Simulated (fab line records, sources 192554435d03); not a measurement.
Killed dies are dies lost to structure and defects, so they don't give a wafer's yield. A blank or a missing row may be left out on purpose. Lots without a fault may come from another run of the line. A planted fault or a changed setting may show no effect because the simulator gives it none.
Which tool did it? | flow n5_finfet | 24 lots, 72 wafers sampled, at 4 steps of a route of 1938

WHAT THE GAUGES READ, wafer by wafer
N5_BEOL_M15_CD_MEAS_10: target cd 360 nm. Usual: cd_nm 361.0 nm, standard deviation 1.4.
lot  | measured     | on        | cd_nm (nm)        | flag
L074 | day 11 07:44 | cd_sem-01 | 363.2 362.8 361.7 |
L077 | day 12 08:28 | cd_sem-01 | 361.6 360.8 362.9 |
L076 | day 12 08:46 | cd_sem-03 | 362.1 361.7 361.8 |
L075 | day 12 14:25 | cd_sem-03 | 362.3 360.4 362.7 |
L078 | day 13 01:13 | cd_sem-02 | 360.0 359.0 359.6 |
L080 | day 13 16:55 | cd_sem-01 | 361.3 361.8 362.7 |
L082 | day 13 21:04 | cd_sem-03 | 362.1 358.4 362.9 |
L079 | day 13 22:05 | cd_sem-02 | 358.6 359.9 359.9 |
L081 | day 14 00:34 | cd_sem-01 | 357.6 360.0 359.7 |
L083 | day 14 01:10 | cd_sem-01 | 363.6 363.6 360.9 |
L085 | day 15 06:22 | cd_sem-03 | 361.6 361.1 363.7 |
L084 | day 15 07:03 | cd_sem-02 | 361.8 362.3 360.2 |
L086 | day 15 10:32 | cd_sem-02 | 361.6 360.3 363.1 |
L089 | day 15 13:35 | cd_sem-01 | 360.9 358.8 359.8 |
L087 | day 15 13:25 | cd_sem-03 | 361.6 361.4 360.5 |
L088 | day 15 14:06 | cd_sem-02 | 358.6 362.6 361.1 |
L090 | day 15 16:04 | cd_sem-02 | 361.7 361.1 361.0 |
L091 | day 16 01:43 | cd_sem-02 | 361.0 361.7 360.4 |
L092 | day 16 12:53 | cd_sem-03 | 362.1 360.3 362.9 |
L093 | day 17 00:49 | cd_sem-02 | 360.7 360.3 360.8 |
L095 | day 17 14:20 | cd_sem-02 | 359.8 359.9 360.6 |
L094 | day 17 22:04 | cd_sem-01 | 359.7 363.1 359.8 |
L096 | day 17 22:33 | cd_sem-01 | 361.4 362.1 360.5 |
L097 | day 18 13:26 | cd_sem-01 | 361.8 362.5 361.1 |

WHICH TOOL RAN EACH LOT (tool, then ch and the chambers of the sampled wafers, then the start)
lot  | N5_BEOL_M14_TRENCH_ETCH_34         | N5_BEOL_M14_STRIP_37               | N5_BEOL_M14_DEP_53
L074 | rie_diel-02 ch 0,2, day 11 03:23   | rie_diel-06 ch 0,2,3, day 11 04:40 | pecvd-04 ch 0,1, day 11 07:03
L077 | rie_diel-01 ch 2,3, day 12 02:30   | rie_diel-06 ch 1,2, day 12 06:06   | pecvd-04 ch 0,1, day 12 07:47
L076 | rie_diel-06 ch 0,2, day 12 04:34   | rie_diel-01 ch 1,2,3, day 12 06:14 | pecvd-04 ch 0,2, day 12 07:58
L075 | rie_diel-06 ch 1,3, day 12 09:34   | rie_diel-01 ch 0,1,3, day 12 11:40 | pecvd-04 ch 0,1,2, day 12 13:43
L078 | rie_diel-06 ch 0,1, day 12 20:56   | rie_diel-06 ch 0,2, day 12 22:48   | pecvd-02 ch 0,1, day 13 00:32
L080 | rie_diel-01 ch 0,1,2, day 13 13:25 | rie_diel-02 ch 0,1,2, day 13 14:34 | pecvd-03 ch 1,2, day 13 16:06
L082 | rie_diel-01 ch 0,1,2, day 13 17:53 | rie_diel-01 ch 0,2, day 13 18:47   | pecvd-02 ch 1,2, day 13 20:16
L079 | rie_diel-06 ch 0,2,3, day 13 18:52 | rie_diel-02 ch 1,3, day 13 19:47   | pecvd-03 ch 0,1, day 13 21:24
L081 | rie_diel-02 ch 1,3, day 13 21:36   | rie_diel-06 ch 0,3, day 13 21:48   | pecvd-03 ch 0,2, day 13 23:40
L083 | rie_diel-02 ch 0,1,2, day 13 22:13 | rie_diel-02 ch 0,1,3, day 13 22:40 | pecvd-02 ch 1,2, day 14 00:22
L085 | rie_diel-02 ch 0,3, day 14 20:37   | rie_diel-06 ch 1,2, day 15 03:53   | pecvd-02 ch 0,1, day 15 05:34
L084 | rie_diel-02 ch 2,3, day 14 21:44   | rie_diel-01 ch 0,3, day 15 04:11   | pecvd-04 ch 0,1, day 15 06:15
L086 | rie_diel-06 ch 1,2,3, day 15 07:22 | rie_diel-06 ch 1,2,3, day 15 08:07 | pecvd-04 ch 0,1, day 15 09:52
L089 | rie_diel-02 ch 0,1, day 15 09:08   | rie_diel-01 ch 0,1,3, day 15 10:45 | pecvd-03 ch 1,2, day 15 12:37
L087 | rie_diel-02 ch 0,1,3, day 15 09:45 | rie_diel-02 ch 0,1, day 15 10:45   | pecvd-04 ch 0,2, day 15 12:37
L088 | rie_diel-06 ch 1,2, day 15 10:34   | rie_diel-01 ch 1,2,3, day 15 11:37 | pecvd-02 ch 1,2, day 15 13:17
L090 | rie_diel-02 ch 0,3, day 15 12:14   | rie_diel-02 ch 0,3, day 15 13:32   | pecvd-04 ch 0,1, day 15 15:15
L091 | rie_diel-01 ch 0,1, day 15 21:08   | rie_diel-01 ch 0,3, day 15 22:55   | pecvd-02 ch 0,1, day 16 00:56
L092 | rie_diel-06 ch 0,1,3, day 16 08:56 | rie_diel-01 ch 0,1, day 16 10:26   | pecvd-02 ch 0,1,2, day 16 12:11
L093 | rie_diel-01 ch 0,2, day 16 20:32   | rie_diel-06 ch 0,1,3, day 16 22:18 | pecvd-02 ch 0,2, day 17 00:01
L095 | rie_diel-01 ch 0,1, day 17 11:08   | rie_diel-06 ch 0,1,2, day 17 11:29 | pecvd-02 ch 0,2, day 17 13:23
L094 | rie_diel-06 ch 0,1,2, day 17 14:51 | rie_diel-01 ch 1,2,3, day 17 19:02 | pecvd-02 ch 0,2, day 17 21:10
L096 | rie_diel-01 ch 1,2, day 17 17:31   | rie_diel-02 ch 0,2,3, day 17 19:34 | pecvd-02 ch 0,2, day 17 21:50
L097 | rie_diel-02 ch 0,1, day 18 07:50   | rie_diel-01 ch 0,2,3, day 18 10:33 | pecvd-02 ch 0,1,2, day 18 12:44
- N5_BEOL_M14_TRENCH_ETCH_34: etches SiO2 in C4F8/O2/Ar, target depth 556.65 nm, time 126.9 s.
- N5_BEOL_M14_STRIP_37: strips in O2.
- N5_BEOL_M14_DEP_53: deposits SiCN from 3MS/NH3, target thk 50 nm, time 17.8 s.

WHAT THE TOOLS THEMSELVES READ (means of the sampled wafers that have a number; where no wafer has one, the mark that the record gives instead)
N5_BEOL_M14_TRENCH_ETCH_34. Usual: drypump_motor_current_A 5.5 A, standard deviation 0.35; oes_f_703_au 0.76 a.u., standard deviation 0.08; oes_product_au 0.75 a.u., standard deviation 0.086; rf_vpp_V 2223 V, standard deviation 40; showerhead_plenum_p_Torr 3.42 Torr, standard deviation 0.094; throttle_valve_pct 31.12 %, standard deviation 0.2.
lot  | tool        | drypump_motor_current_A (A) | oes_f_703_au (a.u.) | oes_product_au (a.u.) | rf_vpp_V (V) | showerhead_plenum_p_Torr (Torr) | throttle_valve_pct (%) | flag
L074 | rie_diel-02 | 5.6                         | 0.71                | 0.71                  | 2241         | 3.28                            | 31.22                  |
L077 | rie_diel-01 | 5.7                         | 0.76                | 0.76                  | 2211         | 3.43                            | 31.10                  |
L076 | rie_diel-06 | 5.1                         | 0.68                | 0.68                  | 2216         | 3.55                            | 31.17                  |
L075 | rie_diel-06 | 5.7                         | 0.79                | 0.79                  | 2189         | 3.33                            | 31.15                  |
L078 | rie_diel-06 | 5.2                         | 0.77                | 0.76                  | 2207         | 3.48                            | 31.23                  |
L080 | rie_diel-01 | 5.7                         | 0.79                | 0.79                  | 2231         | 3.46                            | 31.05                  |
L082 | rie_diel-01 | 5.7                         | 0.80                | 0.79                  | 2232         | 3.46                            | 31.04                  |
L079 | rie_diel-06 | 5.4                         | 0.69                | 0.69                  | 2191         | 3.45                            | 31.21                  |
L081 | rie_diel-02 | 5.2                         | 0.71                | 0.72                  | 2220         | 3.45                            | 31.12                  |
L083 | rie_diel-02 | 5.5                         | 0.71                | 0.71                  | 2214         | 3.32                            | 31.06                  |
L085 | rie_diel-02 | 5.4                         | 0.71                | 0.71                  | 2249         | 3.45                            | 31.26                  |
L084 | rie_diel-02 | 5.2                         | 0.69                | 0.68                  | 2273         | 3.35                            | 31.46                  |
L086 | rie_diel-06 | 5.4                         | 0.74                | 0.75                  | 2213         | 3.41                            | 31.16                  |
L089 | rie_diel-02 | 5.9                         | 0.72                | 0.72                  | 2186         | 3.33                            | 30.87                  |
L087 | rie_diel-02 | 5.5                         | 0.71                | 0.71                  | 2218         | 3.41                            | 31.09                  |
L088 | rie_diel-06 | 5.2                         | 0.79                | 0.80                  | 2245         | 3.44                            | 31.13                  |
L090 | rie_diel-02 | 5.8                         | 0.71                | 0.71                  | 2216         | 3.37                            | 31.05                  |
L091 | rie_diel-01 | 5.7                         | 0.79                | 0.79                  | 2253         | 3.47                            | 30.99                  |
L092 | rie_diel-06 | 5.5                         | 0.85                | 0.85                  | 2196         | 3.39                            | 31.10                  |
L093 | rie_diel-01 | 5.7                         | 0.75                | 0.73                  | 2207         | 3.43                            | 31.14                  |
L095 | rie_diel-01 | 5.7                         | 0.76                | 0.76                  | 2245         | 3.45                            | 31.12                  |
L094 | rie_diel-06 | 5.2                         | 0.90                | 0.92                  | 2221         | 3.47                            | 31.03                  |
L096 | rie_diel-01 | 5.7                         | 0.76                | 0.75                  | 2215         | 3.43                            | 31.06                  |
L097 | rie_diel-02 | 5.9                         | 0.70                | 0.70                  | 2184         | 3.31                            | 30.89                  |

N5_BEOL_M14_STRIP_37. Usual: drypump_motor_current_A 5.5 A, standard deviation 0.33; oes_product_au 0.77 a.u., standard deviation 0.089; rf_vpp_V 3.7 V, standard deviation 1; showerhead_plenum_p_Torr 2.08 Torr, standard deviation 0.063; throttle_valve_pct 16.81 %, standard deviation 0.23.
lot  | tool        | drypump_motor_current_A (A) | oes_product_au (a.u.) | rf_vpp_V (V) | showerhead_plenum_p_Torr (Torr) | throttle_valve_pct (%) | flag
L074 | rie_diel-06 | 5.4                         | 0.69                  | 4.4          | 2.10                            | 16.92                  |
L077 | rie_diel-06 | 5.1                         | 0.76                  | 3.7          | 2.10                            | 16.65                  |
L076 | rie_diel-01 | 5.7                         | 0.78                  | 3.6          | 2.10                            | 16.79                  |
L075 | rie_diel-01 | 5.7                         | 0.79                  | 4.1          | 2.09                            | 16.75                  |
L078 | rie_diel-06 | 5.1                         | 0.67                  | 4.1          | 2.15                            | 16.94                  |
L080 | rie_diel-02 | 5.6                         | 0.72                  | 4.0          | 2.02                            | 16.88                  |
L082 | rie_diel-01 | 5.7                         | 0.76                  | 3.8          | 2.10                            | 16.88                  |
L079 | rie_diel-02 | 5.1                         | 0.71                  | 3.4          | 2.15                            | 17.11                  |
L081 | rie_diel-06 | 5.4                         | 0.68                  | 2.7          | 2.11                            | 17.10                  |
L083 | rie_diel-02 | 5.5                         | 0.72                  | 3.8          | 2.09                            | 16.91                  |
L085 | rie_diel-06 | 5.2                         | 0.81                  | 3.3          | 2.06                            | 16.59                  |
L084 | rie_diel-01 | 5.7                         | 0.75                  | 3.4          | 2.08                            | 16.90                  |
L086 | rie_diel-06 | 5.4                         | 0.75                  | 4.1          | 2.05                            | 16.69                  |
L089 | rie_diel-01 | 5.7                         | 0.77                  | 4.1          | 2.08                            | 16.79                  |
L087 | rie_diel-02 | 5.8                         | 0.72                  | 3.5          | 2.02                            | 16.75                  |
L088 | rie_diel-01 | 5.7                         | 0.75                  | 3.6          | 2.09                            | 16.84                  |
L090 | rie_diel-02 | 5.4                         | 0.70                  | 2.7          | 2.11                            | 17.09                  |
L091 | rie_diel-01 | 5.7                         | 0.75                  | 4.0          | 2.08                            | 16.88                  |
L092 | rie_diel-01 | 5.7                         | 0.79                  | 4.1          | 2.10                            | 16.76                  |
L093 | rie_diel-06 | 5.4                         | 0.83                  | 2.7          | 2.05                            | 16.69                  |
L095 | rie_diel-06 | 5.2                         | 0.93                  | 4.2          | 2.10                            | 16.54                  |
L094 | rie_diel-01 | 5.7                         | 0.82                  | 3.9          | 2.08                            | 16.72                  |
L096 | rie_diel-02 | 5.5                         | 0.87                  | 2.8          | 2.12                            | 16.77                  |
L097 | rie_diel-01 | 5.7                         | 0.81                  | 3.5          | 2.08                            | 16.79                  |

N5_BEOL_M14_DEP_53. Usual: showerhead_plenum_p_Torr 4.151 Torr, standard deviation 0.018; throttle_valve_pct 17.5 %, standard deviation 0.73.
lot  | tool     | showerhead_plenum_p_Torr (Torr) | throttle_valve_pct (%) | flag
L074 | pecvd-04 | 4.136                           | 18.3                   |
L077 | pecvd-04 | 4.137                           | 18.3                   |
L076 | pecvd-04 | 4.129                           | 17.0                   |
L075 | pecvd-04 | 4.146                           | 17.7                   |
L078 | pecvd-02 | 4.147                           | 17.6                   |
L080 | pecvd-03 | 4.180                           | 17.2                   |
L082 | pecvd-02 | 4.145                           | 17.2                   |
L079 | pecvd-03 | 4.158                           | 18.4                   |
L081 | pecvd-03 | 4.165                           | 17.7                   |
L083 | pecvd-02 | 4.150                           | 17.0                   |
L085 | pecvd-02 | 4.144                           | 17.8                   |
L084 | pecvd-04 | 4.141                           | 18.6                   |
L086 | pecvd-04 | 4.135                           | 18.5                   |
L089 | pecvd-03 | 4.184                           | 17.2                   |
L087 | pecvd-04 | 4.150                           | 17.3                   |
L088 | pecvd-02 | 4.143                           | 17.2                   |
L090 | pecvd-04 | 4.130                           | 18.4                   |
L091 | pecvd-02 | 4.145                           | 17.5                   |
L092 | pecvd-02 | 4.151                           | 17.4                   |
L093 | pecvd-02 | 4.151                           | 17.5                   |
L095 | pecvd-02 | 4.161                           | 17.2                   |
L094 | pecvd-02 | 4.157                           | 17.2                   |
L096 | pecvd-02 | 4.155                           | 17.5                   |
L097 | pecvd-02 | 4.147                           | 17.2                   |

THE ANSWER, worked out from the rows above alone
Rule: a lot is off if the mean of its wafers that have a number lies more than 3 standard deviations from the usual mean. A lot without any number at a reading at which 4 lots or more have one is off too. The other lots that the step has rows for count as sound. The gauges are gone through in route order, then the tools' own readings, and for those a lot's mean is taken as printed above. The first step at which some lot is off is used, and at that step the reading that is off furthest; a lot without a number counts as furthest.
No lot is off at any reading shown: from this, nothing can be told.

WHAT THE SIMULATOR HAD PUT IN
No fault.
